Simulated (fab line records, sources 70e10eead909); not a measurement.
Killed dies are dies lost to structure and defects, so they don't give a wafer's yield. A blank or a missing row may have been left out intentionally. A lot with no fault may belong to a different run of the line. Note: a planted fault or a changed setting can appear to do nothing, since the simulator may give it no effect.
A lot that was struck, set against a sound lot :: flow nandHarc :: 24 out of 1302 route steps
Sound: these wafers, L512.1, L512.4, L512.5. Wafers struck: L525.4, L525.5, L525.6. The cause is named last.
For every step that has rows: the tool of each side, followed by ch and its chambers, followed by its first start. Under that, the readings that differ: sound wafers :: struck wafers :: difference of the means :: sigmas: that difference in standard deviations of wafers without a fault.
alike: readings with means less than 2 such deviations apart, plus words and numbers identical on both sides. not compared: withheld readings, readings lacking a value on some wafer, bounds such as >300 that could conceal the same value, and numbers that have no deviation in the record and whose values overlap.
The two part at a step that has a row with sigmas, a row that says differs or no value, or rows on one side only. Numbers that don't overlap but have no deviation are shown without sigmas and don't part them. A reading that every wafer of one side lacks parts them only if that side has two wafers or more.

first, 5 steps without rows for these wafers: NHARC_P_GATE_STRIP_15 (strips in SPM, time 780 s); NHARC_P_GATE_PRECLEAN_71 (cleans in SC1); NHARC_P_GATE_SRD_72; NHARC_P_GATE_OXIDE_16 (material SiO2, target thk 3 nm, ox time 392 s); NHARC_P_GATE_CVD_17 (deposits poly-Si, target thk 150 nm, time 900 s).
NHARC_P_GATE_HM_DEP_102: deposits aC, target thk 120 nm.
  sound on aclDep-02 ch 0, day 4 04:59; struck on aclDep-03 ch 0, day 9 09:55
  alike: throttleValvePct
NHARC_P_GATE_DEP_103: deposits SiON, target thk 30 nm.
  sound on pecvd-04 ch 0,2, day 4 05:41; struck on pecvd-01 ch 0,1,2, day 9 10:20
  alike: heaterPowerW
then, 5 steps without rows for these wafers: NHARC_P_GATE_DEHYDRATE_18 (time 120 s); NHARC_P_GATE_HMDS_19 (time 30 s); NHARC_P_GATE_COAT_20 (resist thk 90 nm); NHARC_P_GATE_SOFTBAKE_21 (time 55 s); NHARC_P_GATE_EBR_22.
NHARC_P_GATE_EXPOSE_23: exposes mask P GATE, target cd 120 nm.
  sound on arfiScanner-02 ch 0, day 4 06:04; struck on arfiScanner-02 ch 0, day 9 10:41
reading: mask
sound: P_GATE#0 P_GATE#0 P_GATE#0
struck: P_GATE_R1#0 P_GATE_R1#0 P_GATE_R1#0
difference: differs
sigmas: 
  alike: focusOffsetNm, stageVelMmS
then, 2 steps without rows for these wafers: NHARC_P_GATE_PEB_24 (peb time 65 s); NHARC_P_GATE_DEVELOP_25 (develop time 35 s).
NHARC_P_GATE_CD_MEAS_26: the cd target is 120 nm.
  sound on cdSem-03 ch 0, day 4 06:12; struck on cdSem-01 ch 0, day 9 10:49
reading: cdNm (nm)
sound: 118.4 119.4 119.8
struck: 116.7 115.8 116.8
difference: -2.8
sigmas: -4
NHARC_P_GATE_OVL_MEAS_27:
  sound on overlay-02, day 4 06:17; struck on overlay-02, day 9 10:53
reading: overlayYNm (nm)
sound: -1.0 -1.0 -0.2
struck: 1.0 1.2 1.6
difference: +2.0
sigmas: +2
  alike: overlayXNm
NHARC_P_GATE_INSPECT_28:
  sound on defectInspect-01, day 4 06:20; struck on defectInspect-02, day 9 10:56
  alike: rawDefectCount
NHARC_P_GATE_DESCUM_31: chemistry O2, time 3 s.
  sound on rieDiel-05 ch 0,1,2, day 4 06:23; struck on rieDiel-05 ch 0,1,2, day 9 11:01
reading: model.P_GATE.cdNm (nm)
sound: 118.3 119.2 119.7
struck: 116.8 115 116
difference: -3.1
sigmas: 
  alike: chamberPressureMTorr, drypumpMotorCurrentA, oesProductAu, rfVppV, showerheadPlenumPTorr, throttleValvePct
  not compared: rfHoursCounterH
NHARC_P_GATE_ETCH_104: etches the open film in CF4/CHF3, target depth 60 nm.
  sound on rieDiel-05 ch 0,1,2, day 4 06:28; struck on rieDiel-05 ch 0,2,3, day 9 11:05
  alike: chamberPressureMTorr, drypumpMotorCurrentA, oesProductAu, rfVppV, showerheadPlenumPTorr, throttleValvePct
NHARC_P_GATE_HM_OPEN_105: chemistry O2/COS, target depth 360 nm.
  sound: rieDiel-05 ch 0,1,2; struck: rieDiel-05 ch 0,1,2
  alike: chamberPressureMTorr, drypumpMotorCurrentA, oesProductAu, rfVppV, showerheadPlenumPTorr, throttleValvePct
  not compared: rfHoursCounterH
then, 1 step without rows for these wafers: NHARC_P_GATE_STRIP_106 (strips in O2/COS).
NHARC_P_GATE_ETCH_114: etches the open film in CF4/O2, target depth 30 nm, overetch 3 nm, time 16.5 s.
  sound: rieDiel-05 ch 0,1,2; struck: rieDiel-05 ch 0,3
  alike: chamberPressureMTorr, drypumpMotorCurrentA, oesProductAu, rfVppV, showerheadPlenumPTorr, throttleValvePct
  not compared: rfHoursCounterH, model.P_GATE.cdNm
NHARC_P_GATE_ETCH_32: etches the open film in HBr/Cl2, target depth 150 nm, time 100.1 s.
  sound on rieSi-01 ch 1,2,3, day 4 06:52; struck on rieSi-02 ch 0,2,3, day 9 11:29
  alike: chamberPressureMTorr, drypumpMotorCurrentA, mfcCl2Sccm, oesProductAu, throttleValvePct
  not compared: rfHoursCounterH

WHERE THEY PART
Earliest at NHARC_P_GATE_EXPOSE_23; latest, in this record, at NHARC_P_GATE_OVL_MEAS_27. Later steps at which nothing parts them and some readings are alike: NHARC_P_GATE_INSPECT_28, NHARC_P_GATE_DESCUM_31, NHARC_P_GATE_ETCH_104, NHARC_P_GATE_HM_OPEN_105, NHARC_P_GATE_ETCH_114, NHARC_P_GATE_ETCH_32.

WHY: what the simulator had put in
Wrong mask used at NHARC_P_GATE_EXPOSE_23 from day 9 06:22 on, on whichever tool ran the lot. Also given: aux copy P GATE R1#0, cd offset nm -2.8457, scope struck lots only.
